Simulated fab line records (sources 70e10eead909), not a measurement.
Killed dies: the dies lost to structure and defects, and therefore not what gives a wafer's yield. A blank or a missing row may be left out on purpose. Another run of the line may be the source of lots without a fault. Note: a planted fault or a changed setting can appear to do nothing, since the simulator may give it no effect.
A lot that was struck, set against a sound lot | flow nandHarc | 42 steps out of a route of 1159
Sound: the wafers L101.1, L101.2, L101.6. Wafers struck: L111.4, L111.5, L111.6. At the end, the cause is stated.
At each step with rows: each side's tool, then ch and its chambers, then its first start. Under that, the readings that differ: sound wafers | struck wafers | difference of the means | sigmas: that difference in standard deviations of wafers without a fault.
alike: readings with means less than 2 such deviations apart, plus words and numbers identical on both sides. not compared: withheld readings, readings lacking a value on some wafer, bounds such as >300 that could conceal the same value, and numbers that have no deviation in the record and whose values overlap.
Wherever a step has rows on one side only, a row that says differs or no value, or a row with sigmas, the two part there. Non-overlapping numbers with no deviation appear without sigmas and do not part them. Lack of a reading on every wafer of one side parts them only where that side has two or more wafers.

first, 7 steps without rows for these wafers: NHARC_A_CONTACT_ETCH_51 (etches the open film in O2/COS, target depth 3600 nm, time 936 s); NHARC_A_CONTACT_ETCH_111 (etches the open film in C4F8/O2/Ar, time 140 s, target depth 700 nm); NHARC_A_CONTACT_ETCH_112 (etches the open film in C4F8/O2/Ar, time 94 s, target depth 922 nm); NHARC_A_CONTACT_ETCH_113 (etches the open film in C4F8/O2/Ar, time 94 s, target depth 922 nm); NHARC_A_CONTACT_ETCH_114 (etches the open film in C4F8/O2/Ar, time 94 s, target depth 922 nm); NHARC_A_CONTACT_ETCH_115 (etches the open film in C4F8/O2/Ar, time 94 s, target depth 922 nm); NHARC_A_CONTACT_ETCH_116 (etches the open film in C4F8/O2/Ar, time 94 s, target depth 922 nm).
NHARC_A_CONTACT_ETCH_117: etches the open film in C4F8/O2/Ar, time 94 s, target depth 922 nm.
  sound on harCapEtch-03 ch 0,1, day 17 00:39; struck on harCapEtch-01 ch 0,1, day 19 03:32
  not compared: rfHoursCounterH
then, 1 step without rows for these wafers: NHARC_A_CONTACT_ETCH_118 (etches the open film in C4F8/O2/Ar, time 94 s, target depth 922 nm).
NHARC_A_CONTACT_ETCH_119: etches the open film in C4F8/O2/Ar, time 94 s, target depth 922 nm.
  sound on harCapEtch-03 ch 0,1, day 17 00:50; struck on harCapEtch-01 ch 0,1, day 19 03:43
  not compared: rfHoursCounterH
then, 1 step without rows for these wafers: NHARC_A_CONTACT_ETCH_120 (etches the open film in C4F8/O2/Ar, time 94 s, target depth 922 nm).
NHARC_A_CONTACT_ETCH_121: etches the open film in C4F8/O2/Ar, time 94 s, target depth 922 nm.
  sound on harCapEtch-03 ch 0,1, day 17 01:01; struck on harCapEtch-01 ch 0,1, day 19 03:54
  not compared: rfHoursCounterH
NHARC_A_CONTACT_ETCH_122: etches the open film in C4F8/O2/Ar, time 95 s, target depth 930 nm.
  sound on harCapEtch-03 ch 0,1, day 17 01:07; struck on harCapEtch-01 ch 0,1, day 19 03:59
  not compared: rfHoursCounterH
then, 2 steps without rows for these wafers: NHARC_A_CONTACT_ETCH_123 (etches the open film in C4F8/O2/Ar, time 253 s, target depth 1090 nm); NHARC_A_CONTACT_ETCH_90 (etches the open film in CH3F/O2, target depth 40 nm, time 85.7 s).
NHARC_A_CONTACT_ETCH_96: etches the open film in C4F6/O2, target depth 20 nm, time 10 s.
  sound: rieDiel-01 ch 0,2,3; struck: rieDiel-01 ch 0,2,3
  alike: drypumpMotorCurrentA, oesProductAu, rfVppV, showerheadPlenumPTorr, throttleValvePct
  not compared: rfHoursCounterH
NHARC_A_CONTACT_CD_MEAS_53:
  sound: cdSem-03 at day 17 02:03; struck: cdSem-01 at day 19 04:54
reading   | sound             | struck            | difference | sigmas
cdNm (nm) | 190.3 189.9 190.3 | 187.9 187.8 187.2 | -2.5       | -4
then, 4 steps without rows for these wafers: NHARC_A_CONTACT_STRIP_99 (strips in N2/H2); NHARC_A_CONTACT_STRIP_100 (strips in CF4/CHF3); NHARC_A_CONTACT_STRIP_101 (strips in O2/COS); NHARC_A_CONTACT_ETCH_102 (etches the open film in CF4/O2, target depth 70 nm, overetch 7 nm, time 38.5 s).
NHARC_A_CONTACT_STRIP_55: strips in O2.
  sound: rieDiel-01 ch 2,3; struck: rieDiel-01 ch 0,3
  alike: drypumpMotorCurrentA, oesProductAu, rfVppV, showerheadPlenumPTorr, throttleValvePct
  not compared: rfHoursCounterH
then, 13 steps without rows for these wafers: NHARC_A_CONTACT_STRIP_56 (strips in post etch residue remover, time 600 s); NHARC_A_CONTACT_DEP_57 (deposits aC, target thk 2800 nm); NHARC_A_CONTACT_DEP_58 (deposits SiON, target thk 60 nm); NHARC_A_CONTACT_DEHYDRATE_59 (time 120 s); NHARC_A_CONTACT_HMDS_60 (time 30 s); NHARC_A_CONTACT_COAT_61 (time 75 s); NHARC_A_CONTACT_COAT_62 (time 65 s); NHARC_A_CONTACT_COAT_63 (resist thk 90 nm); NHARC_A_CONTACT_SOFTBAKE_64 (time 55 s); NHARC_A_CONTACT_EBR_65; NHARC_A_CONTACT_EXPOSE_66 (exposes mask A CC 2); NHARC_A_CONTACT_PEB_67 (peb time 65 s); NHARC_A_CONTACT_DEVELOP_68 (develop time 35 s).
NHARC_A_CONTACT_CD_MEAS_69 targets a cd of 200 nm.
  sound on cdSem-01 ch 0, day 17 05:25; struck on cdSem-03 ch 0, day 19 09:49
  alike: cdNm
NHARC_A_CONTACT_OVL_MEAS_70:
  sound: overlay-02 at day 17 05:29; struck: overlay-02 at day 19 09:55
  alike: overlayXNm, overlayYNm
then, 4 steps without rows for these wafers: NHARC_A_CONTACT_DESCUM_74 (chemistry O2, time 3 s); NHARC_A_CONTACT_ETCH_75 (etches the open film in CF4, target depth 39 nm, time 65 s); NHARC_A_CONTACT_ETCH_76 (etches the open film in N2/H2, target depth 260 nm, time 475.3 s); NHARC_A_CONTACT_ETCH_77 (etches the open film in CF4/CHF3, target depth 72.6 nm, time 36.3 s).
-- record jumps: 3 days between struck wafers' starts before vs after; left off in module A_CONTACT, resumes in module END, first step shown is number 1159 of the route --
NHARC_END_SORT_01:
  here the record holds rows for the struck wafers (prober-02 ch 0, day 22 14:46) but none for the sound ones

## WHERE THEY PART
At NHARC_A_CONTACT_CD_MEAS_53 first; at NHARC_END_SORT_01 last (within this record only).

WHY: what had been put in by the simulator
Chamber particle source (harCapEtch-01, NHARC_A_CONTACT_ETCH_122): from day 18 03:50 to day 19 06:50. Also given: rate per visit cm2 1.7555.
